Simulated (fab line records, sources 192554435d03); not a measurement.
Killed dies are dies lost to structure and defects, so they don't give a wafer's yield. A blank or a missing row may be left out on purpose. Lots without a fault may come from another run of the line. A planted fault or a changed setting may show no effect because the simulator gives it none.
A struck lot beside a sound one | flow n5_finfet | 16 steps out of a route of 1938
Sound: wafers L662.1, L662.2, L662.5. Struck: wafer L663.1. (L663.3, L663.4 of the same lot were not struck and are left out.) The cause comes at the end.
At each step with rows: each side's tool, then ch and its chambers, then its first start. Under that, the readings that differ: sound wafers | struck wafers | difference of the means | sigmas: that difference in standard deviations of wafers without a fault.
alike: readings whose means differ by less than 2 such deviations, and words and numbers that are the same on both sides. not compared: withheld readings, readings that some wafer has no value for, bounds like >300 that may hide the same value, and numbers for which the record gives no deviation and whose values overlap.
The two part at a step that has a row with sigmas, a row that says differs or no value, or rows on one side only. Numbers that don't overlap but have no deviation are shown without sigmas and don't part them. A reading that every wafer of one side lacks parts them only if that side has two wafers or more.

first, 7 steps without rows for these wafers: N5_BEOL_M13_COAT_22 (resist thk 300 nm); N5_BEOL_M13_EBR_24; N5_BEOL_M13_SOFTBAKE_23 (time 60 s); N5_BEOL_M13_EXPOSE_25 (exposes mask M13, target cd 210 nm); N5_BEOL_M13_PEB_26 (peb time 90 s); N5_BEOL_M13_DEVELOP_27 (develop time 45 s); N5_BEOL_M13_HARDBAKE_32 (time 120 s).
N5_BEOL_M13_CD_MEAS_28: target cd 209.5 nm.
  sound on cd_sem-03 ch 0, day 12 21:46; struck on cd_sem-02 ch 0, day 13 18:50
  alike: cd_nm
N5_BEOL_M13_OVL_MEAS_29:
  sound on overlay-02 ch 0, day 12 21:47; struck on overlay-01 ch 0, day 13 18:52
  alike: M13_OVL
N5_BEOL_M13_INSPECT_30: inspects for defects (macro).
  sound on defect_inspect-01, day 12 21:49; struck on defect_inspect-01, day 13 18:54
  alike: raw_defect_count
N5_BEOL_M13_DESCUM_33: chemistry O2, time 7.9 s.
  sound on rie_diel-04 ch 0,2, day 12 21:56; struck on rie_diel-04 ch 0, day 13 18:59
  alike: drypump_motor_current_A, oes_product_au, rf_vpp_V, showerhead_plenum_p_Torr, throttle_valve_pct
  not compared: rf_hours_counter_h
N5_BEOL_M13_ETCH_67: etches SiARC in CF4, target depth 143 nm, time 238.3 s.
  sound on rie_diel-04 ch 0,2, day 12 21:59; struck on rie_diel-04 ch 0, day 13 19:01
  reading      | sound             | struck | difference | sigmas
  rf_vpp_V (V) | 184.2 183.6 185.3 | 186.5  | +2.1       | +2
  alike: drypump_motor_current_A, etch_rf_on_time_s, oes_product_au, showerhead_plenum_p_Torr, throttle_valve_pct
  not compared: rf_hours_counter_h
N5_BEOL_M13_ETCH_68: etches SOC in N2/H2, time 355 s.
  sound on rie_diel-04 ch 0,2, day 12 22:07; struck on rie_diel-04 ch 0, day 13 19:10
  reading                                     | sound          | struck | difference | sigmas
  oes_product_au (a.u.)                       | 0.88 0.71 0.86 | 0.65   | -0.17      | -2
  model.SiARC_of_BEOL_M13_COAT_66.thk_nm (nm) | 76.8 78.2 77.2 | 81.2   | +3.8       |
  alike: drypump_motor_current_A, rf_vpp_V, showerhead_plenum_p_Torr, throttle_valve_pct
  not compared: rf_hours_counter_h
then, 1 step without rows for these wafers: N5_BEOL_M13_STRIP_69 (strips in N2/H2).
N5_BEOL_M13_TRENCH_ETCH_34: etches SiOC in C4F8/O2/Ar, target depth 413.47 nm, time 162.6 s.
  sound on rie_diel-04 ch 0,2, day 12 22:20; struck on rie_diel-04 ch 0, day 13 19:23
  reading                   | sound           | struck | difference | sigmas
  model.BEOL_M13.cd_nm (nm) | 214 211.8 213.8 | 207.8  | -5.4       |
  alike: drypump_motor_current_A, he_outer_torr, oes_product_au, rf_vpp_V, showerhead_plenum_p_Torr, throttle_valve_pct
  not compared: rf_hours_counter_h
then, 1 step without rows for these wafers: N5_BEOL_M13_STRIP_70 (strips in C4F8/O2/Ar).

WHERE THEY PART
First at N5_BEOL_M13_ETCH_67; last, within this record, at N5_BEOL_M13_ETCH_68. Later steps at which nothing parts them and some readings are alike: N5_BEOL_M13_TRENCH_ETCH_34.

WHY: what the simulator had put in
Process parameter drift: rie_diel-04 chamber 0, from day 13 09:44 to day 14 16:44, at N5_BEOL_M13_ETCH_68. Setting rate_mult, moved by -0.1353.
